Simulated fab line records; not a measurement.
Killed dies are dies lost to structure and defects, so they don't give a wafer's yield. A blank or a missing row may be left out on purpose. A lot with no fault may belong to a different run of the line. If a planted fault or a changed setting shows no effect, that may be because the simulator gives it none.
fab line records	flow n5-finfet
record lots=7	wafers=21
route steps=1938 shown BEOL_M2@851 BEOL_M3@931 BEOL_M5@1123
start-h: hours from the record's first day to the start of the lot's first wafer shown	wait-h: time in hours since the lot's previous step	" repeats the value in the row above	L1.1+2: several wafers, shown together as one row	- no value, or no start was given	* or withheld: withheld	< > ~ a bound
route shown NAME@n: NAME is a module with steps in the file, n the number in the route of the first one	usual: mean and standard deviation over wafers with no fault	same: alike in all rows	chamber/n: place in a boat	sites: readings site by site	_std_site: the standard deviation of these	_edge_site: mean of outer sites minus mean of inner sites	radius-mm: how far each site lies from the wafer's centre	mask NAME#n: copy n	behind: tool/chamber where the wafer was last shaped	hold: the reason the lot was held/the length of the hold in hours/how it ended	device: the n, p or np transistor that did not switch	end of line: tests run on the same wafers once the route is complete	a step given without rows: its recipe and nothing more	killed: the dies lost at the first sort to structure and to defects; this is not the yield of the wafer	map: dies across one wafer; x = killed, . = not, _ = none there
set.NAME: the setting the step ran with; set.NAME@STEP: the setting that earlier step ran with	model.NAME: the simulator's own value behind a step, which no gauge read
lots with deliberately changed settings; one table per step, one row per wafer
## steps
# step N5_BEOL_M2_EXPOSE_08
# recipe mask-id=M2	na=0.33	source-shape=dipole	sigma-inner=0.369	sigma-outer=0.767	polarization=unpolarized	dose-mj=41.25
lot.wafer	tool	chamber	start-h	wait-h	mask	set.dose-mj
L075.2+5+6	euv-scanner-02	0	138.85	-	M2#0	41.25
L081.2+6	euv-scanner-01	0	175.74	-	M2#0	41.25
L081.3	"	0	"	"	M2#0	42.16
L083.1+4+5	euv-scanner-01	0	188.11	-	M2#0	41.25
L085.2+5+6	euv-scanner-02	0	208.49	-	M2#0	41.25
L087.3	euv-scanner-02	0	218.07	-	M2#0	41.25
L087.5+6	"	0	"	"	M2#0	40.03
L094.3+6	euv-scanner-02	0	251.45	-	M2#0	39.9
L094.5	"	0	"	"	M2#0	41.25
L095.1+4	euv-scanner-01	0	254.95	-	M2#0	43.66
L095.5	"	0	"	"	M2#0	41.25
# step N5_BEOL_M2_PEB_09
# recipe peb-temp-c=100	peb-time-s=60	resist=CAR-EUV
# step N5_BEOL_M2_DEVELOP_10
# recipe develop-time-s=30	developer=TMAH	resist=CAR-EUV	rinse-liquid=surfactant-rinse	dry=air-spin	dev-temp-c=23
# step N5_BEOL_M2_DESCUM_16
# recipe chemistry=O2	time-s=7	source-power-w=50	bias-power-w=20	pressure-mtorr=20	rf-frequency-hz=2.712e+07	temp-c=40	resist=CAR-EUV	o2-flow-sccm=225
# step N5_BEOL_M2_ETCH_74
# recipe chemistry=N2/H2	target=underlayer	target-depth-a=65	mask-material=CAR-EUV	time-s=5.2	ion-energy-ev=200	pressure-mtorr=30	source-w=840	bias-w=150	n2-flow-sccm=200	h2-flow-sccm=200	ends=cleared
lot.wafer	tool	chamber	start-h	wait-h	set.dose-mj@BEOL_M2_EXPOSE_08	model.BEOL_M2.cd-offset-nm
L075.2+5+6	rie-diel-05	0,3,2	139.16	0.0	41.25	-0.2
L081.2+6	rie-diel-06	2	176.12	0.0	41.25	0.2
L081.3	"	0	"	"	42.16	0.4
L083.1	rie-diel-06	0	188.40	0.0	41.25	0
L083.4	"	2	"	"	41.25	0.2
L083.5	"	0	"	"	41.25	-0.2
L085.2+6	rie-diel-05	2	208.77	0.0	41.25	-0.2
L085.5	"	1	"	"	41.25	0.2
L087.3	rie-diel-02	3	218.35	0.0	41.25	0
L087.5+6	"	1,2	"	"	40.03	-0.6
L094.3+6	rie-diel-02	2	251.78	0.0	39.9	-0.6
L094.5	"	3	"	"	41.25	0
L095.1	rie-diel-05	2	255.24	0.0	43.66	0.8
L095.4	"	1	"	"	43.66	1.2
L095.5	"	3	"	"	41.25	0.2
# step N5_BEOL_M2_ETCH_63
# recipe chemistry=CF4	target=SiARC	target-depth-a=156	mask-material=CAR-EUV	time-s=26	ion-energy-ev=80	pressure-mtorr=40	source-w=545	bias-w=36	Ar_flow_sccm=100	cf4-flow-sccm=100	ends=cleared
lot.wafer	tool	chamber	start-h	wait-h	set.spin-rpm@BEOL_M2_COAT_62	model.etch.depth-nm
L075.2+6	rie-diel-05	0,2	139.18	0.0	1500	11.94
L075.5	"	3	"	"	1500	11.97
L081.2	rie-diel-06	2	176.14	0.0	1613	11.54
L081.3	"	0	"	"	1613	11.57
L081.6	"	2	"	"	1500	11.94
L083.1	rie-diel-06	0	188.42	0.0	1351	12.58
L083.4	"	2	"	"	1500	11.98
L083.5	"	0	"	"	1500	11.99
L085.2	rie-diel-05	2	208.79	0.0	1500	12.05
L085.5	"	1	"	"	1500	12.03
L085.6	"	2	"	"	1500	12.04
L087.3	rie-diel-02	3	218.36	0.0	1500	12.02
L087.5	"	1	"	"	1500	12.05
L087.6	"	2	"	"	1500	12.06
L094.3+6	rie-diel-02	2	251.80	0.0	1500	12.03
L094.5	"	3	"	"	1419	12.37
L095.1+4	rie-diel-05	2,1	255.26	0.0	1500	11.96
L095.5	"	3	"	"	1500	11.99
# step N5_BEOL_M2_ETCH_69
# recipe chemistry=CF4	target=SiARC	target-depth-a=156	mask-material=CAR-EUV	time-s=26	ion-energy-ev=80	pressure-mtorr=40	source-w=545	bias-w=36	Ar_flow_sccm=100	cf4-flow-sccm=100	ends=cleared
# usual rf-vpp-V=184.6/0.98
lot.wafer	tool	chamber	start-h	wait-h	set.bias-w	rf-vpp-V
L075.2	rie-diel-05	2	140.18	0.0	36	186.3
L075.5	"	1	"	"	40.07	197.9
L075.6	"	0	"	"	36	184.3
L081.2	rie-diel-06	2	177.15	0.0	36	185.0
L081.3	"	0	"	"	36	183.9
L081.6	"	3	"	"	34.32	177.6
L083.1	rie-diel-02	3	189.49	0.0	36	183.9
L083.4	"	0	"	"	36	185.4
L083.5	"	1	"	"	41.63	200.6
L085.2	rie-diel-02	1	209.94	0.0	36	184.7
L085.5	"	3	"	"	36	183.9
L085.6	"	0	"	"	36	185.1
L087.3	rie-diel-05	3	219.36	0.0	36	184.7
L087.5	"	3	"	"	33.84	178.2
L087.6	"	2	"	"	33.84	178.8
L094.3	rie-diel-05	1	253.33	0.0	36	184.7
L094.5	"	2	"	"	32.61	171.9
L094.6	"	3	"	"	32.61	174.1
L095.1	rie-diel-05	3	256.47	0.0	36	184.6
L095.4	"	0	"	"	36	184.6
L095.5	"	2	"	"	39.42	195.6
# step N5_BEOL_M2_ALD_98
# recipe material=SiO2	target-thk-a=25	temp-c=100	ald-precursor-family=BDEAS	ald-co-reactant=O2-plasma	pulse-time-s=1	co-reactant-pulse-time-s=1	purge-time-s=2	co-reactant-purge-time-s=2	ald-cycles=17	pressure-torr=2
lot.wafer	tool	chamber	start-h	wait-h	set.ald-cycles	model.SiO2_of_BEOL_M2_ALD_98.thk-nm
L075.2	ald-sin-01	0	140.35	0.1	17	2.4
L075.5+6	"	3,2	"	"	14	2
L081.2	ald-sin-04	3	177.45	0.3	17	2.4
L081.3	"	1	"	"	17	2.6
L081.6	"	3	"	"	15	2.2
L083.1+4+5	ald-sin-04	3,3,2	189.69	0.2	17	2.4
L085.2+5+6	ald-sin-02	1,0,3	210.02	0.1	17	2.6
L087.3	ald-sin-02	0	219.51	0.1	18	2.6
L087.5+6	"	2,3	"	"	17	2.4
L094.3+5	ald-sin-01	2,3	253.43	0.1	15	2.2
L094.6	"	0	"	"	17	2.6
L095.1	ald-sin-02	1	256.55	0.1	18	2.6
L095.4+5	"	2,1	"	"	17	2.4
# step N5_BEOL_M3_ILD_DEP_00
# recipe material=SiOC	target-thk-a=790	temp-c=350	precursor=DEMS/O2	pressure-torr=5	rf-w=500	time-s=15.3
lot.wafer	tool	chamber	start-h	wait-h	set.time-s	model.SiOC_of_BEOL_M3_ILD_DEP_00.thk-nm
L075.2	pecvd-02	0	146.52	0.0	15.3	78.6
L075.5	"	0	"	"	13.81	72.6
L075.6	"	2	"	"	13.81	73
L081.2	pecvd-04	0	182.77	0.0	15.3	77.6
L081.3	"	2	"	"	15.3	77.2
L081.6	"	2	"	"	15.3	79.4
L083.1	pecvd-04	2	196.64	0.1	15.3	77.8
L083.4	"	1	"	"	15.3	80
L083.5	"	0	"	"	15.3	78.2
L085.2	pecvd-02	0	218.63	0.0	15.3	78.4
L085.5	"	0	"	"	15.3	79
L085.6	"	2	"	"	15.3	80.4
L087.3+5	pecvd-02	2	223.91	0.0	14.06	71.8
L087.6	"	0	"	"	15.3	78.2
L094.3	pecvd-01	1	261.28	0.0	15.3	77.8
L094.5	"	2	"	"	16.15	83.6
L094.6	"	1	"	"	16.15	83.4
L095.1	pecvd-01	2	262.67	0.0	15.3	79.2
L095.4	"	0	"	"	14.17	75.2
L095.5	"	0	"	"	15.3	80.4
# step N5_BEOL_M3_THK_MEAS_01
# recipe reads=SiOC_of_BEOL_M3_ILD_DEP_00
# usual M3_ILD_THK=78.9/1
lot.wafer	tool	chamber	start-h	wait-h	set.time-s@BEOL_M3_ILD_DEP_00	M3_ILD_THK[nm]
L075.2	film-metro-02	-	146.59	0.1	15.3	78.7
L075.5	"	-	"	"	13.81	72.6
L075.6	"	-	"	"	13.81	73.0
L081.2	film-metro-01	-	182.84	0.1	15.3	77.6
L081.3	"	-	"	"	15.3	77.2
L081.6	"	-	"	"	15.3	79.3
L083.1	film-metro-02	-	196.71	0.0	15.3	77.8
L083.4	"	-	"	"	15.3	79.9
L083.5	"	-	"	"	15.3	78.2
L085.2	film-metro-01	-	218.69	0.1	15.3	78.5
L085.5	"	-	"	"	15.3	79.1
L085.6	"	-	"	"	15.3	80.4
L087.3	film-metro-02	-	223.98	0.1	14.06	71.6
L087.5	"	-	"	"	14.06	71.8
L087.6	"	-	"	"	15.3	78.3
L094.3	film-metro-02	-	261.35	0.1	15.3	77.8
L094.5	"	-	"	"	16.15	83.7
L094.6	"	-	"	"	16.15	83.3
L095.1	film-metro-02	-	262.75	0.1	15.3	79.2
L095.4	"	-	"	"	14.17	75.2
L095.5	"	-	"	"	15.3	80.4
# step N5_BEOL_M5_EXPOSE_08
# recipe mask-id=M5	na=0.33	source-shape=annular	sigma-inner=0.4	sigma-outer=0.8	polarization=unpolarized	target-cd-nm=28	dose-mj=35.75
lot.wafer	tool	chamber	start-h	wait-h	mask	set.dose-mj
L075.2	euv-scanner-02	0	168.87	-	M5#0	35.75
L075.5+6	"	0	"	"	M5#0	34.12
L081.2+3+6	euv-scanner-02	0	208.75	-	M5#0	35.75
L083.1+4	euv-scanner-02	0	225.06	-	M5#0	33.69
L083.5	"	0	"	"	M5#0	35.75
L085.2+5+6	euv-scanner-02	0	239.70	-	M5#0	35.75
L087.3	euv-scanner-01	0	249.60	-	M5#0	33.47
L087.5+6	"	0	"	"	M5#0	35.75
L094.3+6	euv-scanner-01	0	288.43	-	M5#0	33.96
L094.5	"	0	"	"	M5#0	35.75
L095.1+5	euv-scanner-01	0	292.29	-	M5#0	35.75
L095.4	"	0	"	"	M5#0	34.13
# step N5_BEOL_M5_PEB_09
# recipe peb-temp-c=100	peb-time-s=60	resist=CAR-EUV
# step N5_BEOL_M5_DEVELOP_10
# recipe develop-time-s=30	developer=TMAH	resist=CAR-EUV	rinse-liquid=surfactant-rinse	dry=air-spin	dev-temp-c=23
# step N5_BEOL_M5_CD_MEAS_11
# recipe target-cd-nm=27.74	landing-energy-ev=500	detector=se-inlens
# usual cd-nm=27.99/0.26
lot.wafer	tool	chamber	start-h	wait-h	set.dose-mj@BEOL_M5_EXPOSE_08	cd-nm
L075.2	cd-sem-02	0	169.00	-	35.75	28.05
L075.5	"	0	"	"	34.12	26.82
L075.6	"	0	"	"	34.12	26.79
L081.2	cd-sem-01	0	208.87	-	35.75	27.82
L081.3	"	0	"	"	35.75	28.33
L081.6	"	0	"	"	35.75	27.74
L083.1	cd-sem-02	0	225.19	-	33.69	26.37
L083.4	"	0	"	"	33.69	26.80
L083.5	"	0	"	"	35.75	27.91
L085.2	cd-sem-01	0	239.83	-	35.75	27.99
L085.5	"	0	"	"	35.75	28.48
L085.6	"	0	"	"	35.75	27.82
L087.3	cd-sem-01	0	249.72	-	33.47	26.86
L087.5	"	0	"	"	35.75	27.99
L087.6	"	0	"	"	35.75	28.03
L094.3	cd-sem-03	0	288.54	-	33.96	26.70
L094.5	"	0	"	"	35.75	27.98
L094.6	"	0	"	"	33.96	27.28
L095.1	cd-sem-03	0	292.42	-	35.75	27.72
L095.4	"	0	"	"	34.13	26.76
L095.5	"	0	"	"	35.75	27.81
# step N5_BEOL_M5_DESCUM_16
# recipe chemistry=O2	time-s=7	source-power-w=50	bias-power-w=20	pressure-mtorr=20	rf-frequency-hz=2.712e+07	temp-c=40	resist=CAR-EUV	o2-flow-sccm=225
lot.wafer	tool	chamber	start-h	wait-h	set.time-s	set.dose-mj@BEOL_M5_EXPOSE_08	model.BEOL_M5.cd-nm	model.CAR-EUV_of_BEOL_M5_COAT_05.thk-nm
L075.2	rie-diel-03	0	169.12	0.0	7	35.75	28	26.2
L075.5	"	3	"	"	7	34.12	26.6	26.2
L075.6	"	2	"	"	8.562	34.12	27	25.4
L081.2	rie-diel-03	1	208.99	0.0	6.531	35.75	27.8	26.4
L081.3	"	2	"	"	7	35.75	27.8	26.2
L081.6	"	3	"	"	6.531	35.75	27.6	26.4
L083.1	rie-diel-01	1	225.47	0.2	7	33.69	26.4	26.2
L083.4	"	3	"	"	5.526	33.69	26.2	27
L083.5	"	1	"	"	5.526	35.75	27.6	27
L085.2	rie-diel-03	3	239.99	0.1	7	35.75	28	26
L085.5+6	"	3,0	"	"	7	35.75	28	26.2
L087.3	rie-diel-04	0	249.84	0.0	7	33.47	26.6	26
L087.5+6	"	0,3	"	"	7	35.75	28	26
L094.3+6	rie-diel-03	2,0	288.90	0.1	7	33.96	26.8	26
L094.5	"	1	"	"	7	35.75	28	26
L095.1	rie-diel-03	0	292.54	0.0	8.252	35.75	28	25.4
L095.4	"	1	"	"	7	34.13	26.8	26
L095.5	"	2	"	"	7	35.75	27.8	26
# step N5_BEOL_M5_ETCH_72
# recipe chemistry=N2/H2	target=underlayer	target-depth-a=65	mask-material=CAR-EUV	time-s=5.2	ion-energy-ev=200	pressure-mtorr=30	source-w=840	bias-w=150	n2-flow-sccm=200	h2-flow-sccm=200	ends=cleared
# step N5_BEOL_M5_ETCH_61
# recipe chemistry=CF4	target=SiARC	target-depth-a=156	mask-material=CAR-EUV	time-s=26	ion-energy-ev=80	pressure-mtorr=40	source-w=545	bias-w=36	Ar_flow_sccm=100	cf4-flow-sccm=100	ends=cleared
# step N5_BEOL_M5_ETCH_62
# recipe chemistry=N2/H2	target=SOC	target-depth-a=750	overetch-a=150	mask-material=SiARC	temp-c=40	time-s=112.5	ion-energy-ev=200	pressure-mtorr=30	source-w=840	bias-w=150	n2-flow-sccm=200	h2-flow-sccm=200
lot.wafer	tool	chamber	start-h	wait-h	set.dose-mj@BEOL_M5_EXPOSE_08	model.BEOL_M5.cd-nm
L075.2	rie-diel-03	0	169.20	0.0	35.75	27.6
L075.5+6	"	3,2	"	"	34.12	26.8
L081.2	rie-diel-03	1	209.07	0.0	35.75	27.2
L081.3	"	2	"	"	35.75	27.8
L081.6	"	3	"	"	35.75	27.6
L083.1+4	rie-diel-01	1,3	225.55	0.0	33.69	26.4
L083.5	"	1	"	"	35.75	27.2
L085.2+5+6	rie-diel-03	3,3,0	240.07	0.0	35.75	28
L087.3	rie-diel-04	0	249.92	0.0	33.47	26.8
L087.5+6	"	0,3	"	"	35.75	28.2
L094.3	rie-diel-03	2	288.98	0.0	33.96	26.6
L094.5	"	1	"	"	35.75	27.8
L094.6	"	0	"	"	33.96	27
L095.1	rie-diel-03	0	292.62	0.0	35.75	28
L095.4	"	1	"	"	34.13	26.4
L095.5	"	2	"	"	35.75	27.6
# step N5_BEOL_M5_STRIP_63
# recipe chemistry=N2/H2	temp-c=40	n2-flow-sccm=200	h2-flow-sccm=200	rf-frequency-hz=6e+07
# step N5_BEOL_M5_STRIP_73
# recipe chemistry=N2/H2	temp-c=40	n2-flow-sccm=200	h2-flow-sccm=200	rf-frequency-hz=6e+07
# step N5_BEOL_M5_STRIP_64
# recipe chemistry=CF4	resist=SiARC	power-w=300	bias-power-w=75	pressure-mtorr=50	cf4-flow-sccm=150	rf-frequency-hz=6e+07
# step N5_BEOL_M5_HM_OPEN_17
# recipe chemistry=Cl2/BCl3	target-depth-a=200	overetch-a=60	target=TiN	mask-material=SOC	ion-energy-ev=150	pressure-mtorr=10	icp-w=1000	bias-w=126	Cl2_flow_sccm=53.25	bcl3-flow-sccm=21.75	Ar_flow_sccm=25
lot.wafer	tool	chamber	start-h	wait-h	set.dose-mj@BEOL_M5_EXPOSE_08	model.BEOL_M5.cd-nm
L075.2	rie-metal-01	0	169.37	0.0	35.75	27.6
L075.5+6	"	1,0	"	"	34.12	26.8
L081.2	rie-metal-03	0	209.24	0.0	35.75	27.2
L081.3	"	0	"	"	35.75	27.8
L081.6	"	1	"	"	35.75	27.6
L083.1+4	rie-metal-03	1	225.72	0.0	33.69	26.4
L083.5	"	0	"	"	35.75	27.4
L085.2+5	rie-metal-03	0,1	240.24	0.0	35.75	28
L085.6	"	0	"	"	35.75	27.8
L087.3	rie-metal-02	1	250.12	0.1	33.47	26.8
L087.5	"	0	"	"	35.75	28.2
L087.6	"	1	"	"	35.75	28.4
L094.3	rie-metal-03	0	289.18	0.1	33.96	26.4
L094.5	"	0	"	"	35.75	27.6
L094.6	"	1	"	"	33.96	26.8
L095.1	rie-metal-02	0	292.79	0.0	35.75	28
L095.4	"	1	"	"	34.13	26.4
L095.5	"	1	"	"	35.75	27.6
# step N5_BEOL_M5_STRIP_19
# recipe chemistry=O2	power-w=400	temp-c=40	pressure-mtorr=30	rf-frequency-hz=6e+07	bias-power-w=0	overash-fraction=0.2	o2-flow-sccm=225
# step N5_BEOL_M5_CD_MEAS_18
# recipe pitch-nm=56	target-cd-nm=28
# usual cd-nm=27.9/0.33
lot.wafer	tool	chamber	start-h	wait-h	set.dose-mj@BEOL_M5_EXPOSE_08	cd-nm
L075.2	cd-sem-01	-	169.57	0.1	35.75	27.6
L075.5	"	-	"	"	34.12	26.9
L075.6	"	-	"	"	34.12	26.5
L081.2	cd-sem-01	-	209.42	0.1	35.75	27.2
L081.3	"	-	"	"	35.75	28.0
L081.6	"	-	"	"	35.75	27.3
L083.1	cd-sem-02	-	225.90	0.0	33.69	26.4
L083.4	"	-	"	"	33.69	26.0
L083.5	"	-	"	"	35.75	27.5
L085.2	cd-sem-02	-	240.62	0.1	35.75	27.4
L085.5	"	-	"	"	35.75	28.1
L085.6	"	-	"	"	35.75	28.0
L087.3	cd-sem-01	-	250.29	0.1	33.47	26.7
L087.5	"	-	"	"	35.75	28.2
L087.6	"	-	"	"	35.75	28.3
L094.3	cd-sem-02	-	289.47	0.1	33.96	26.4
L094.5	"	-	"	"	35.75	27.9
L094.6	"	-	"	"	33.96	26.7
L095.1	cd-sem-03	-	292.97	0.0	35.75	27.8
L095.4	"	-	"	"	34.13	26.6
L095.5	"	-	"	"	35.75	27.7
# step N5_BEOL_M5_COAT_65
# recipe resist=SOC	temp-c=250	time-s=60	spin-rpm=1500	resist-thk-nm=60
# step N5_BEOL_M5_COAT_66
# recipe resist=SiARC	temp-c=220	time-s=60	spin-rpm=1500	resist-thk-nm=12
# step N5_BEOL_M5_STRIP_69
# recipe chemistry=N2/H2	temp-c=40	n2-flow-sccm=200	h2-flow-sccm=200	rf-frequency-hz=6e+07
# step N5_BEOL_M5_STRIP_76
# recipe chemistry=N2/H2	temp-c=40	n2-flow-sccm=200	h2-flow-sccm=200	rf-frequency-hz=6e+07
# step N5_BEOL_M5_VIA_ETCH_34
# recipe chemistry=C4F6/O2	target=SiCOH_lowk	target-depth-a=883	mask-material=SOC	taper-deg=4	time-s=39.2	ion-energy-ev=250	pressure-mtorr=30	source-w=345	bias-w=185	Ar_flow_sccm=300	C4F6_flow_sccm=10	O2_flow_sccm=10
lot.wafer	tool	chamber	start-h	wait-h	set.dose-mj@BEOL_M5_EXPOSE_08	model.BEOL_M5.cd-nm
L075.2	rie-diel-03	1	170.20	0.0	35.75	27
L075.5	"	3	"	"	34.12	26.8
L075.6	"	2	"	"	34.12	26.6
L081.2	rie-diel-03	0	210.34	0.0	35.75	27.4
L081.3	"	1	"	"	35.75	27.2
L081.6	"	3	"	"	35.75	27.6
L083.1	rie-diel-03	3	226.64	0.0	33.69	26.4
L083.4	"	1	"	"	33.69	25.8
L083.5	"	2	"	"	35.75	27.2
L085.2	rie-diel-01	0	241.75	0.0	35.75	28
L085.5+6	"	3,2	"	"	35.75	27.8
L087.3	rie-diel-04	1	250.94	0.0	33.47	26.8
L087.5	"	2	"	"	35.75	28
L087.6	"	3	"	"	35.75	28.2
L094.3	rie-diel-01	3	291.55	0.0	33.96	26.2
L094.5	"	3	"	"	35.75	27.8
L094.6	"	2	"	"	33.96	26.8
L095.1	rie-diel-01	3	293.59	0.0	35.75	28.2
L095.4	"	2	"	"	34.13	26.4
L095.5	"	2	"	"	35.75	28
# step N5_BEOL_M5_DEP_56
# recipe material=SiCN	target-thk-a=80	temp-c=withheld	precursor=3MS/NH3	pressure-torr=3	rf-w=202	time-s=14
lot.wafer	tool	chamber	start-h	wait-h	set.time-s	model.SiCN_of_BEOL_M5_DEP_56.thk-nm
L075.2+6	pecvd-03	2,0	177.67	0.0	14	7.8
L075.5	"	2	"	"	14	8.2
L081.2	pecvd-02	0	218.76	0.0	14.7	8.4
L081.3	"	2	"	"	14	8
L081.6	"	0	"	"	14.7	8.6
L083.1	pecvd-04	2	234.13	0.0	14	8
L083.4+5	"	1,0	"	"	14.97	8.6
L085.2	pecvd-04	1	248.72	0.0	14	8
L085.5	"	2	"	"	14	8.2
L085.6	"	1	"	"	14	8.4
L087.3+5	pecvd-02	0,1	258.96	0.0	14	8
L087.6	"	2	"	"	14	8.2
L094.3	pecvd-03	0	298.50	0.0	15.02	8.8
L094.5	"	2	"	"	15.02	8.6
L094.6	"	1	"	"	14	8
L095.1+5	pecvd-03	0,2	300.84	0.0	15.81	8.8
L095.4	"	1	"	"	14	7.8
## key
split step=N5_BEOL_M2_EXPOSE_08	setting=dose-mj	stated=41.25	by=wafer
response step=N5_BEOL_M2_ETCH_74	reading=model.BEOL_M2.cd-offset-nm	change=+0.151	per=1%	r=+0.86
split step=N5_BEOL_M2_ETCH_69	setting=bias-w	stated=36	by=wafer
response step=N5_BEOL_M2_ETCH_69	reading=rf-vpp-V	change=+1.11	per=1%	r=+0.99
split step=N5_BEOL_M2_ALD_98	setting=ald-cycles	stated=17	by=wafer
response step=N5_BEOL_M2_ALD_98	reading=model.SiO2_of_BEOL_M2_ALD_98.thk-nm	change=+0.0268	per=1%	r=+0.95
split step=N5_BEOL_M3_ILD_DEP_00	setting=time-s	stated=15.3	by=wafer
response step=N5_BEOL_M3_ILD_DEP_00	reading=model.SiOC_of_BEOL_M3_ILD_DEP_00.thk-nm	change=+0.707	per=1%	r=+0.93
response step=N5_BEOL_M3_THK_MEAS_01	reading=M3_ILD_THK	change=+0.717	per=1%	r=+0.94
split step=N5_BEOL_M5_EXPOSE_08	setting=dose-mj	stated=35.75	by=wafer
response step=N5_BEOL_M5_CD_MEAS_11	reading=cd-nm	change=+0.215	per=1%	r=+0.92
response step=N5_BEOL_M5_DESCUM_16	reading=model.BEOL_M5.cd-nm	change=+0.234	per=1%	r=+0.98
response step=N5_BEOL_M5_ETCH_62	reading=model.BEOL_M5.cd-nm	change=+0.203	per=1%	r=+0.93
response step=N5_BEOL_M5_HM_OPEN_17	reading=model.BEOL_M5.cd-nm	change=+0.216	per=1%	r=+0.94
response step=N5_BEOL_M5_CD_MEAS_18	reading=cd-nm	change=+0.246	per=1%	r=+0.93
response step=N5_BEOL_M5_VIA_ETCH_34	reading=model.BEOL_M5.cd-nm	change=+0.215	per=1%	r=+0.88
split step=N5_BEOL_M5_DESCUM_16	setting=time-s	stated=7	by=wafer
response step=N5_BEOL_M5_DESCUM_16	reading=model.CAR-EUV_of_BEOL_M5_COAT_05.thk-nm	change=-0.0358	per=1%	r=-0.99
split step=N5_BEOL_M5_DEP_56	setting=time-s	stated=14	by=wafer
response step=N5_BEOL_M5_DEP_56	reading=model.SiCN_of_BEOL_M5_DEP_56.thk-nm	change=+0.0842	per=1%	r=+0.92
split outside-this-file step=N5_BEOL_M2_COAT_62 setting=spin-rpm
# split outside-this-file: this setting was split too, and the file shows its column; the key of that split is in another file
